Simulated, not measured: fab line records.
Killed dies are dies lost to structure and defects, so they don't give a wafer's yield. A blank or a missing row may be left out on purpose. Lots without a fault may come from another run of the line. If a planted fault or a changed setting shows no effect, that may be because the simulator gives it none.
fab line records ; flow nand_harc
record lots=12; wafers=36; last_day=25
route steps=1159 shown A_BLC@978 A_M0@999 END@1159
lots that met no fault: from a run of the same line without faults
start_h: start of the lot's first displayed wafer, in hours after the record's first day ; wait_h: time in hours since the lot's previous step ; " same as the row above ; L1.1+2: one row covering several wafers at once ; - no value, or no start given ; * or withheld: withheld ; < > ~ a bound
route shown NAME@n: a module of which the file shows steps, and the number in the route of the first ; usual: mean/standard deviation taken from wafers without a fault ; same: alike in all rows ; chamber/n: place in a boat ; sites: each site's reading ; _std_site: standard deviation across them ; _edge_site: inner sites' mean taken away from outer sites' mean ; radius_mm: how far each site lies from the wafer's centre ; mask NAME#n: copy n ; behind: the most recent tool/chamber to have shaped the wafer ; hold: why the lot went on hold/how many hours it stayed there/how the hold came to an end ; device: transistor that didn't switch, given as n, p or np ; end of line: tests of these same wafers at the route's end ; for a step that has no rows: nothing shown but its recipe ; killed: the dies lost at the first sort to structure and to defects; this is not the yield of the wafer ; map: the dies of a wafer, with x for killed, . for not killed, _ for no die there
set.NAME: the setting the step ran with; set.NAME@STEP: the setting that earlier step ran with ; model.NAME: the simulator's own value behind a step, which no gauge read
route steps across a sampled set of lots; one table per step, one row per wafer
services: when a tool's chamber went out of use (start_h, in hours from the record's first day, below 0 if earlier), for how many hours, and the reason
## steps
# step NHARC_A_BLC_ETCH_16
# recipe target_depth_a=390; over_etch_frac=0.3; time_s=65; ion_energy_ev=80; cf4_flow_sccm=150; ar_flow_sccm=0; rf_w=300; bias_w=100; chemistry=CF4
# usual cf4_flow_sccm=150.1/0.45; drypump_motor_current_A=5.9/0.36; oes_product_au=1.001/0.0094; rf_vpp_V=151.1/1.2; showerhead_plenum_p_Torr=1.75/0.085; throttle_valve_pct=13.284/0.0098
# same over_etch_frac=0.3; time_s=65
lot.wafer;tool;chamber;start_h;wait_h;cf4_flow_sccm;drypump_motor_current_A;oes_product_au;rf_hours_counter_h;rf_vpp_V;showerhead_plenum_p_Torr;throttle_valve_pct
L701.4;rie_diel-07;3;398.92;0.1;149.5;5.6;1.009;14;151.0;1.86;13.290
L701.1;rie_diel-07;1;398.92;0.1;149.6;5.7;0.986;15;151.3;1.71;13.289
L701.5;rie_diel-07;2;398.92;0.1;149.3;5.8;0.991;-;150.5;1.66;13.297
L703.2;rie_diel-07;1;400.20;0.1;149.8;5.7;0.990;15;149.5;1.71;13.291
L703.1;rie_diel-07;3;400.20;0.1;149.3;5.6;1.005;15;151.7;1.86;13.298
L703.6;rie_diel-07;1;400.20;0.1;150.6;5.7;0.979;-;151.3;1.71;13.260
L705.1;rie_diel-06;1;409.80;0.1;150.9;5.6;0.998;15;151.7;1.87;13.282
L705.2;rie_diel-06;2;409.80;0.1;150.2;6.2;1.009;16;152.8;1.85;13.274
L705.5;rie_diel-06;3;409.80;0.1;150.2;6.5;1.002;-;150.3;1.67;13.269
L706.4;rie_diel-01;3;426.61;0.1;149.9;5.4;0.993;27;151.1;1.78;13.299
L706.3;rie_diel-01;0;426.61;0.1;150.0;5.9;1.005;35;150.5;1.65;13.270
L706.5;rie_diel-01;3;426.61;0.1;150.2;5.4;0.989;-;151.9;1.78;13.263
L704.4;rie_diel-06;0;429.93;0.1;150.3;5.7;1.002;0;150.6;1.76;13.301
L704.3;rie_diel-06;1;429.93;0.1;149.4;5.6;1.007;0;151.7;1.87;13.288
L704.6;rie_diel-06;3;429.93;0.1;149.4;6.5;1.013;-;148.8;1.67;13.276
L708.1;rie_diel-06;3;438.60;0.2;150.3;6.5;1.005;2;150.2;1.67;13.278
L708.2;rie_diel-06;0;438.60;0.2;149.8;5.7;0.996;2;151.7;1.76;13.282
L708.4;rie_diel-06;1;438.60;0.2;150.0;5.6;0.996;-;153.5;1.87;13.281
L715.4;rie_diel-06;3;478.37;0.1;150.2;6.5;0.999;6;150.3;1.66;13.285
L715.3;rie_diel-06;0;478.37;0.1;150.5;5.7;1.003;7;150.3;1.76;13.285
L715.1;rie_diel-06;2;478.37;0.1;150.4;6.2;1.009;4;152.4;1.85;13.282
L718.4;rie_diel-06;3;490.63;0.1;150.2;6.5;1.001;8;149.5;1.66;13.300
L718.3;rie_diel-06;0;490.63;0.1;149.3;5.7;0.990;8;151.5;1.76;13.289
L718.6;rie_diel-06;3;490.63;0.1;150.1;6.5;1.001;-;149.2;1.66;13.281
L720.3;rie_diel-07;2;496.91;0.1;151.2;5.8;1.010;7;149.9;1.65;13.290
L720.2;rie_diel-07;3;496.91;0.1;150.3;5.6;1.015;7;152.6;1.86;13.294
L720.4;rie_diel-07;1;496.91;0.1;150.2;5.7;0.980;7;149.5;1.71;13.292
L719.1;rie_diel-06;3;497.72;0.2;150.4;6.5;0.997;10;150.8;1.66;13.269
L719.3;rie_diel-06;2;497.72;0.2;149.8;6.2;1.019;8;152.9;1.85;13.282
L719.6;rie_diel-06;3;497.72;0.2;149.9;6.5;1.007;-;149.7;1.66;13.282
L723.4;rie_diel-06;2;522.34;0.1;149.8;6.2;1.004;10;152.6;1.85;13.298
L723.1;rie_diel-06;3;522.34;0.1;150.4;6.5;1.000;12;150.0;1.66;13.282
L723.6;rie_diel-06;2;522.34;0.1;150.1;6.2;1.006;-;152.7;1.85;13.286
L722.3;rie_diel-07;1;530.35;0.2;149.8;5.7;0.996;11;151.3;1.71;13.277
L722.1;rie_diel-07;3;530.35;0.2;149.5;5.6;0.996;11;153.5;1.86;13.286
L722.5;rie_diel-07;0;530.35;0.2;148.9;6.0;1.007;-;150.3;1.69;13.289
# step NHARC_A_BLC_CD_MEAS_19
# usual cd_nm=100.6/2.3
lot.wafer;tool;chamber;start_h;wait_h;cd_nm
L701.1;cd_sem-03;-;399.80;-;105.5
L701.4;cd_sem-03;-;399.80;-;102.6
L701.5;cd_sem-03;-;399.80;-;103.1
L703.1;cd_sem-01;-;401.09;-;101.2
L703.2;cd_sem-01;-;401.09;-;106.7
L703.6;cd_sem-01;-;401.09;-;102.0
L705.1;cd_sem-03;-;410.67;-;102.5
L705.2;cd_sem-03;-;410.67;-;101.2
L705.5;cd_sem-03;-;410.67;-;103.1
L706.3;cd_sem-02;-;427.49;-;99.0
L706.4;cd_sem-02;-;427.49;-;97.6
L706.5;cd_sem-02;-;427.49;-;97.5
L704.3;cd_sem-03;-;430.82;-;96.6
L704.4;cd_sem-03;-;430.82;-;95.3
L704.6;cd_sem-03;-;430.82;-;96.0
L708.1;cd_sem-03;-;439.65;-;100.0
L708.2;cd_sem-03;-;439.65;-;101.3
L708.4;cd_sem-03;-;439.65;-;103.8
L715.1;cd_sem-01;-;479.25;-;99.0
L715.3;cd_sem-01;-;479.25;-;100.7
L715.4;cd_sem-01;-;479.25;-;96.1
L718.3;cd_sem-01;-;491.52;-;96.3
L718.4;cd_sem-01;-;491.52;-;98.2
L718.6;cd_sem-01;-;491.52;-;98.5
L720.2;cd_sem-03;-;497.85;-;104.2
L720.3;cd_sem-03;-;497.85;-;99.7
L720.4;cd_sem-03;-;497.85;-;100.4
L719.1;cd_sem-01;-;498.63;-;104.8
L719.3;cd_sem-01;-;498.63;-;101.2
L719.6;cd_sem-01;-;498.63;-;101.6
L723.1;cd_sem-02;-;523.23;-;99.9
L723.4;cd_sem-02;-;523.23;-;104.2
L723.6;cd_sem-02;-;523.23;-;97.2
L722.1;cd_sem-03;-;531.39;-;102.8
L722.3;cd_sem-03;-;531.39;-;101.5
L722.5;cd_sem-03;-;531.39;-;102.9
# step NHARC_A_M0_SOFTBAKE_04
# recipe temp_c=105; time_s=55
# usual heater_power_total_W=188.46/0.15; plate_temp_C=105.00/0.12
# same time_s=55
lot.wafer;tool;chamber;start_h;wait_h;heater_power_total_W;plate_temp_C
L701.1;litho_track-06;0;408;-;188.73;105.02
L701.4;litho_track-06;0;408;-;188.43;105.13
L701.5;litho_track-06;0;408;-;188.31;104.91
L703.1;litho_track-01;0;408;-;188.79;104.90
L703.2;litho_track-01;0;408;-;188.57;105.16
L703.6;litho_track-01;0;408;-;188.52;105.04
L705.1;litho_track-06;0;413;-;188.70;105.04
L705.2;litho_track-06;0;413;-;188.80;105.05
L705.5;litho_track-06;0;413;-;188.71;104.78
L706.3;litho_track-06;0;430;-;188.28;104.87
L706.4;litho_track-06;0;430;-;188.32;105.16
L706.5;litho_track-06;0;430;-;188.72;105.03
L704.3;litho_track-06;0;436;-;172.14;104.85
L704.4;litho_track-06;0;436;-;172.45;105.01
L704.6;litho_track-06;0;436;-;172.33;105.22
L708.1;litho_track-06;0;444;-;172.53;105.03
L708.2;litho_track-06;0;444;-;172.41;105.18
L708.4;litho_track-06;0;444;-;172.17;104.84
L715.1;litho_track-04;0;488;-;188.37;105.06
L715.3;litho_track-04;0;488;-;188.46;105.13
L715.4;litho_track-04;0;488;-;188.76;105.04
L718.3;litho_track-01;0;496;-;188.28;104.93
L718.4;litho_track-01;0;496;-;188.32;104.99
L718.6;litho_track-01;0;496;-;188.45;105.05
L720.2;litho_track-06;0;504;-;188.48;104.95
L720.3;litho_track-06;0;504;-;188.63;104.66
L720.4;litho_track-06;0;504;-;188.46;104.85
L719.1;litho_track-04;0;505;-;188.47;104.97
L719.3;litho_track-04;0;505;-;188.70;105.05
L719.6;litho_track-04;0;505;-;188.27;105.07
L723.1;litho_track-06;0;530;-;188.29;105.22
L723.4;litho_track-06;0;530;-;188.28;105.16
L723.6;litho_track-06;0;530;-;188.49;104.92
L722.1;litho_track-06;0;541;-;188.29;105.11
L722.3;litho_track-06;0;541;-;188.44;105.03
L722.5;litho_track-06;0;541;-;188.76;104.93
# step NHARC_A_M0_CD_MEAS_09
# recipe target_cd_nm=80; landing_energy_ev=500
# usual cd_nm=80.4/0.65
# same landing_energy_ev=500
lot.wafer;tool;chamber;start_h;wait_h;cd_nm
L701.1;cd_sem-02;0;408.92;-;81.2
L701.4;cd_sem-02;0;408.92;-;81.2
L701.5;cd_sem-02;0;408.92;-;81.6
L703.1;cd_sem-01;0;409.12;-;80.9
L703.2;cd_sem-01;0;409.12;-;81.0
L703.6;cd_sem-01;0;409.12;-;81.4
L705.1;cd_sem-03;0;414.07;-;80.6
L705.2;cd_sem-03;0;414.07;-;80.9
L705.5;cd_sem-03;0;414.07;-;80.8
L706.3;cd_sem-01;0;430.65;-;80.7
L706.4;cd_sem-01;0;430.65;-;80.2
L706.5;cd_sem-01;0;430.65;-;80.6
L704.3;cd_sem-01;0;436.37;-;79.8
L704.4;cd_sem-01;0;436.37;-;80.4
L704.6;cd_sem-01;0;436.37;-;80.3
L708.1;cd_sem-02;0;444.78;-;81.4
L708.2;cd_sem-02;0;444.78;-;81.9
L708.4;cd_sem-02;0;444.78;-;80.6
L715.1;cd_sem-03;0;488.99;-;79.9
L715.3;cd_sem-03;0;488.99;-;80.4
L715.4;cd_sem-03;0;488.99;-;80.5
L718.3;cd_sem-03;0;496.63;-;80.0
L718.4;cd_sem-03;0;496.63;-;79.9
L718.6;cd_sem-03;0;496.63;-;80.3
L720.2;cd_sem-02;0;505.14;-;80.4
L720.3;cd_sem-02;0;505.14;-;80.1
L720.4;cd_sem-02;0;505.14;-;80.3
L719.1;cd_sem-02;0;505.57;-;79.9
L719.3;cd_sem-02;0;505.57;-;80.4
L719.6;cd_sem-02;0;505.57;-;80.7
L723.1;cd_sem-03;0;530.70;-;79.6
L723.4;cd_sem-03;0;530.70;-;80.3
L723.6;cd_sem-03;0;530.70;-;80.6
L722.1;cd_sem-02;0;541.74;-;80.7
L722.3;cd_sem-02;0;541.74;-;81.4
L722.5;cd_sem-02;0;541.74;-;80.6
# step NHARC_END_SORT_01
# recipe temp_c=25
# usual defect_limited_yield=95.4/1.8; killed_at_array=27/11; killed_at_other=0.7/1.1; killed_at_periphery=3.4/2.1; killed_dies=31/12; killed_open=3.6/2; killed_short=2.0/1.3; sort_bin_2_pct=1.5/0.71; sort_bin_3_pct=0.25/0.22; sort_bin_4_pct=2.9/1.2; sort_n_pass=646/12; sort_rim_yield_pct=95.0/2.5; sort_yield_pct=95.4/1.8
# same gross_dies=677; sort_bin_5_pct[%]=0; sort_bin_6_pct[%]=0; sort_bin_7_pct[%]=0; sort_bin_8_pct[%]=0; sort_rim_n_gross=106.00
lot.wafer;tool;chamber;start_h;wait_h;defect_limited_yield[%];killed_at_array;killed_at_other;killed_at_periphery;killed_dies;killed_open;killed_short;sort_bin_2_pct[%];sort_bin_3_pct[%];sort_bin_4_pct[%];sort_n_pass;sort_rim_yield_pct[%];sort_yield_pct[%]
L705.1;prober-01;0;458.50;2.5;96.8;18;1;3;22;2;0;1.0;0.30;1.9;655;97.2;96.8
L705.2;prober-01;0;459.31;2.8;93.9;33;2;6;41;4;2;2.2;0;3.8;636;96.2;93.9
L705.5;prober-01;0;461.73;3.7;95.4;24;0;7;31;1;0;1.5;0.30;2.8;646;97.2;95.4
L708.1;prober-01;0;485.96;2.5;97.2;19;0;0;19;3;2;0.6;0;2.2;658;98.1;97.2
L708.2;prober-01;0;486.76;2.8;96.0;24;0;3;27;2;3;0.9;0.30;2.8;650;91.5;96.0
L708.4;prober-01;0;488.37;3.4;95.3;26;1;5;32;8;0;1.3;0;3.4;645;93.4;95.3
L718.3;prober-02;0;534.21;3.1;97.0;17;0;3;20;1;4;0.7;0.15;2.1;657;93.4;97.0
L718.4;prober-02;0;535.00;3.4;95.6;29;0;1;30;4;3;1.3;0.59;2.5;647;96.2;95.6
L718.6;prober-02;0;536.59;4.0;96.5;24;0;0;24;1;2;1.8;0.15;1.6;653;94.3;96.5
L719.1;prober-02;0;548.16;2.5;95.1;24;0;9;33;3;1;1.3;0.15;3.4;644;97.2;95.1
L719.3;prober-02;0;549.77;3.1;93.6;37;0;6;43;2;6;2.4;0.44;3.5;634;94.3;93.6
L719.6;prober-02;0;552.20;4.0;95.4;22;1;8;31;5;2;1.6;0.15;2.8;646;97.2;95.4
L722.1;prober-01;0;588.30;2.5;94.1;30;4;6;40;4;2;1.5;0.74;3.7;637;87.7;94.1
L722.3;prober-01;0;589.91;3.1;95.3;26;4;2;32;6;1;1.6;0.15;3.0;645;91.5;95.3
L722.5;prober-01;0;591.52;3.7;95.0;30;2;2;34;5;1;1.2;0.15;3.7;643;93.4;95.0
# killed by level:class
L705.1 A_CHANNEL_HOLE_D1:chamber_film_flake=13 A_SLIT:chamber_film_flake=2 A_CONTACT:chamber_film_flake=2 P_CONTACT:geometric_particle:open=1 P_ZERO_WELL:chamber_film_flake=1 P_M2:chamber_film_flake=1 STARTING-WAFER:geometric_particle:open=1 A_STAIRCASE:chamber_film_flake=1
L705.2 A_CHANNEL_HOLE_D1:chamber_film_flake=20 P_ZERO_WELL:chamber_film_flake=3 A_CONTACT:chamber_film_flake=3 A_STAIRCASE:chamber_film_flake=3 A_SLIT:chamber_film_flake=3 STARTING-WAFER:geometric_particle:open=2 P_CONTACT:geometric_particle:open=1 P_CONTACT:geometric_particle:short=1
L705.5 A_CHANNEL_HOLE_D1:chamber_film_flake=11 A_CONTACT:chamber_film_flake=8 P_ZERO_WELL:chamber_film_flake=5 A_STAIRCASE:chamber_film_flake=2 P_M1:geometric_particle:open=1 P_STI:chamber_film_flake=1 A_ZERO_WELL:chamber_film_flake=1 A_CHANNEL_FILL_D1:chamber_film_flake=1
L708.1 A_SLIT:chamber_film_flake=7 A_CHANNEL_FILL_D1:chamber_film_flake=3 A_CONTACT:geometric_particle:open=2 A_STAIRCASE:chamber_film_flake=2 A_CONTACT:chamber_film_flake=2 A_SOURCE_PLATE:geometric_particle:open=1 A_SOURCE_PLATE:geometric_particle:short=1 A_M1:geometric_particle:short=1
L708.2 A_SLIT:chamber_film_flake=7 A_CHANNEL_FILL_D1:chamber_film_flake=5 A_STAIRCASE:chamber_film_flake=4 A_CONTACT:chamber_film_flake=3 P_STI:geometric_particle:short=1 P_M0:geometric_particle:open=1 A_ONON_D1:geometric_particle:short=1 A_SGD_CUT:geometric_particle:open=1
L708.4 A_SLIT:chamber_film_flake=13 A_CONTACT:geometric_particle:open=3 A_SGD_CUT:geometric_particle:open=2 P_GATE:chamber_film_flake=2 A_CHANNEL_FILL_D1:chamber_film_flake=2 A_STAIRCASE:chamber_film_flake=2 P_BONDPAD:geometric_particle:open=1 A_CHANNEL_FILL_D1:geometric_particle:open=1
L718.3 A_SLIT:chamber_film_flake=5 A_CHANNEL_HOLE_D1:chamber_film_flake=4 A_CONTACT:chamber_film_flake=4 P_M1:geometric_particle:short=1 A_ONON_D1:geometric_particle:short=1 A_WL_FILL:geometric_particle:short=1 A_WL_FILL:geometric_particle:open=1 A_M0:geometric_particle:short=1
L718.4 A_SLIT:chamber_film_flake=18 A_WL_FILL:chamber_film_flake=3 P_M0:geometric_particle:open=1 A_ONON_D1:geometric_particle:short=1 A_ONON_D1:geometric_particle:open=1 A_SGD_CUT:geometric_particle:short=1 A_WL_FILL:geometric_particle:short=1 A_WL_FILL:geometric_particle:open=1
L718.6 A_SLIT:chamber_film_flake=12 A_CHANNEL_HOLE_D1:chamber_film_flake=6 A_CONTACT:chamber_film_flake=2 A_ONON_D1:geometric_particle:short=1 A_CONTACT:geometric_particle:open=1 A_M0:geometric_particle:short=1 A_STAIRCASE:chamber_film_flake=1
L719.1 A_CHANNEL_HOLE_D1:chamber_film_flake=20 P_BONDPAD:chamber_film_flake=4 P_GATE:chamber_film_flake=2 P_M1:chamber_film_flake=2 P_STI:geometric_particle:open=1 A_CHANNEL_FILL_D1:geometric_particle:open=1 A_CHANNEL_FILL_D1:geometric_particle:short=1 A_M0:geometric_particle:open=1
L719.3 A_CHANNEL_HOLE_D1:chamber_film_flake=26 P_BONDPAD:chamber_film_flake=5 A_CONTACT:geometric_particle:short=2 A_CONTACT:chamber_film_flake=2 A_SOURCE_PLATE:geometric_particle:short=1 A_CHANNEL_HOLE_D1:geometric_particle:short=1 A_STAIRCASE:geometric_particle:open=1 A_WL_FILL:geometric_particle:short=1
L719.6 A_CHANNEL_HOLE_D1:chamber_film_flake=17 P_GATE:chamber_film_flake=3 P_BONDPAD:chamber_film_flake=2 P_M0:geometric_particle:open=1 P_M1:geometric_particle:open=1 A_ONON_D1:geometric_particle:short=1 A_SLIT:geometric_particle:open=1 A_WL_FILL:geometric_particle:short=1
L722.1 A_SLIT:chamber_film_flake=11 A_CHANNEL_HOLE_D1:chamber_film_flake=10 THIN_TSV:chamber_film_flake=4 P_ZERO_WELL:chamber_film_flake=3 A_CONTACT:geometric_particle:open=2 A_WL_FILL:chamber_film_flake=2 A_CONTACT:chamber_film_flake=2 P_GATE:geometric_particle:short=1
L722.3 A_SLIT:chamber_film_flake=9 A_CHANNEL_HOLE_D1:chamber_film_flake=7 A_CONTACT:chamber_film_flake=3 THIN_TSV:chamber_film_flake=3 P_GATE:geometric_particle:open=1 P_CONTACT:geometric_particle:short=1 A_CHANNEL_HOLE_D1:geometric_particle:open=1 A_CONTACT:geometric_particle:open=1
L722.5 A_SLIT:chamber_film_flake=12 A_CHANNEL_HOLE_D1:chamber_film_flake=11 P_CONTACT:geometric_particle:open=2 THIN_TSV:chamber_film_flake=2 A_CHANNEL_HOLE_D1:geometric_particle:open=1 A_CONTACT:geometric_particle:open=1 A_BLC:geometric_particle:open=1 A_M0:geometric_particle:short=1
## services
tool;chamber;start_h;hours;kind
rie_diel-01;3;381.01;14.8;repair
rie_diel-06;1;383.20;1.4;repair
rie_diel-06;0;397.20;-;clean
rie_diel-06;1;397.20;-;clean
rie_diel-06;2;397.20;-;clean
rie_diel-06;3;397.20;-;clean
rie_diel-07;-;405.28;9.0;pm
rie_diel-07;3;414.80;2.3;repair
rie_diel-06;2;415.99;9.5;repair
rie_diel-06;-;418.20;9.0;pm
rie_diel-06;0;418.20;9.0;vent_cycle
rie_diel-06;1;418.20;9.0;vent_cycle
rie_diel-06;3;418.20;9.0;vent_cycle
rie_diel-06;2;435.55;8.1;repair
litho_track-01;-;443.00;7.0;pm
litho_track-06;-;445.57;-;consumable_replace:filter
litho_track-06;-;467.00;7.0;pm
rie_diel-01;0;478.84;7.4;repair
litho_track-04;-;491.00;7.0;pm
rie_diel-01;-;493.26;9.0;pm
rie_diel-06;0;526.30;10.8;repair
rie_diel-07;2;527.77;19.9;repair
rie_diel-07;0;539.33;2.0;repair
rie_diel-06;-;539.52;0.4;repair
## key
first_sign step=NHARC_A_M0_SOFTBAKE_04; reading=heater_power_total_W; direction=down; sigmas=99+; usual=*; struck=*
effect none on later readings
met_at NHARC_A_M0_SOFTBAKE_04
struck_lots L704,L708
loop_trim step=NHARC_A_M0_EXPOSE_06; setting=dose; lots=L708
not_acting_at NHARC_A_BLC_ETCH_16,NHARC_A_BLC_CD_MEAS_19,NHARC_A_M0_CD_MEAS_09
onset_between 430 436
fault kind=process_parameter_drift; tool=litho_track-06; chamber=-; onset_h=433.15; steps=NHARC_A_M0_SOFTBAKE_04; channel=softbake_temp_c; offset=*; shape=step; end_h=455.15; acts_in=*; stated=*
# loop_trim: a control loop set the setting to another value than it would have without faults
